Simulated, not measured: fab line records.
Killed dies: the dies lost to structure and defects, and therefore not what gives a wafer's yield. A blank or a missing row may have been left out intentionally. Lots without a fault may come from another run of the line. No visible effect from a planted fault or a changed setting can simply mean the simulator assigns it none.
Commonality check across tools -- flow nandHarc -- 6 wafers sampled across 2 lots

## REASON FOR OPENING
At NHARC_END_SORT_01 the reading killedAtArray is flagged on 2 of 2 lots. No-fault wafers: 28, standard deviation 8.9.
Rule: a lot gets a flag if all its wafers with a number sit over 4 standard deviations from that mean, or if no wafer of it has a number. The rest of the lots are taken to be sound.

lot,measured,on,"killedAtArray, wafer by wafer",flag
L313,day 19 17:35,prober-02,674 676 676,FLAGGED
L314,day 20 01:26,prober-02,670 675 675,FLAGGED
The mean of the flagged lots' numbers is 674, +646 from the usual (+73 standard deviations).

## EACH LOT AND THE TOOL IT RAN ON
The record holds 4 process steps before the reading, out of a route of 1159 steps. Read each cell as the tool, then ch plus the chambers that the sampled wafers visited, then the start.
lot,flag,NHARC_A_STAIRCASE_DEP_156,NHARC_A_STAIRCASE_ETCH_169,NHARC_A_STAIRCASE_TRIM_14,NHARC_A_STAIRCASE_ETCH_25
L313,FLAGGED,"pecvd-03 ch 0,1,2, day 11 01:01","rieDiel-05 ch 0,1,3, day 11 02:15","rieDiel-05 ch 0,1,3, day 11 06:08 or earlier","rieDiel-10 ch 1,2, day 11 06:08"
L314,FLAGGED,"pecvd-04 ch 0,1, day 11 05:37","rieDiel-10 ch 1,2, day 11 06:34","rieDiel-05 ch 0,3, day 11 10:25 or earlier","rieDiel-05 ch 0,3, day 11 10:25"
These steps, and what they do:
- NHARC_A_STAIRCASE_DEP_156: deposits SiNx, target thk 50 nm.
- NHARC_A_STAIRCASE_ETCH_169: etches the open film in CH3F/O2, target depth 50 nm, time 107.1 s.
- NHARC_A_STAIRCASE_TRIM_14: chemistry O2, time 211.2 s.
- NHARC_A_STAIRCASE_ETCH_25: etches the open film in C4F8/O2, target depth 100 nm, time 40.5 s.
- NHARC_END_SORT_01

## FLAGGED AGAINST TOTAL, ONE TOOL AT A TIME (gauges that did the reading follow at the end)
step,tool,lots run,flagged,share of the flagged lots,sound lots run after its first flagged lot
NHARC_A_STAIRCASE_DEP_156,pecvd-03,1,1,some,0
NHARC_A_STAIRCASE_DEP_156,pecvd-04,1,1,some,0
NHARC_A_STAIRCASE_ETCH_169,rieDiel-05,1,1,some,0
NHARC_A_STAIRCASE_ETCH_169,rieDiel-10,1,1,some,0
NHARC_A_STAIRCASE_TRIM_14,rieDiel-05,2,2,all,0
NHARC_A_STAIRCASE_ETCH_25,rieDiel-05,1,1,some,0
NHARC_A_STAIRCASE_ETCH_25,rieDiel-10,1,1,some,0
NHARC_END_SORT_01,prober-02,2,2,all,0
NHARC_A_STAIRCASE_TRIM_14 gives no start for some lots, so the hours and the order of its lots are those of NHARC_A_STAIRCASE_ETCH_25.

## THE TABLE: WHAT IT ALLOWS
In 2 table rows, all flagged lots were run: rieDiel-05 (NHARC_A_STAIRCASE_TRIM_14), prober-02 (NHARC_END_SORT_01).
- rieDiel-05 at NHARC_A_STAIRCASE_TRIM_14: 2 of its 2 lots flagged. In this sample it ran no sound lot ahead of its first flagged lot, so there is no way to narrow down the start.
- prober-02 at NHARC_END_SORT_01: 2 of its 2 lots flagged. In this sample it ran no sound lot ahead of its first flagged lot, so there is no way to narrow down the start.
Because each of these 2 tools fits a fault that began at some hour, counting lots does not separate them. More lots, or a look at what each step does to the wafer, might.

## WHAT THE SIMULATOR PUT IN
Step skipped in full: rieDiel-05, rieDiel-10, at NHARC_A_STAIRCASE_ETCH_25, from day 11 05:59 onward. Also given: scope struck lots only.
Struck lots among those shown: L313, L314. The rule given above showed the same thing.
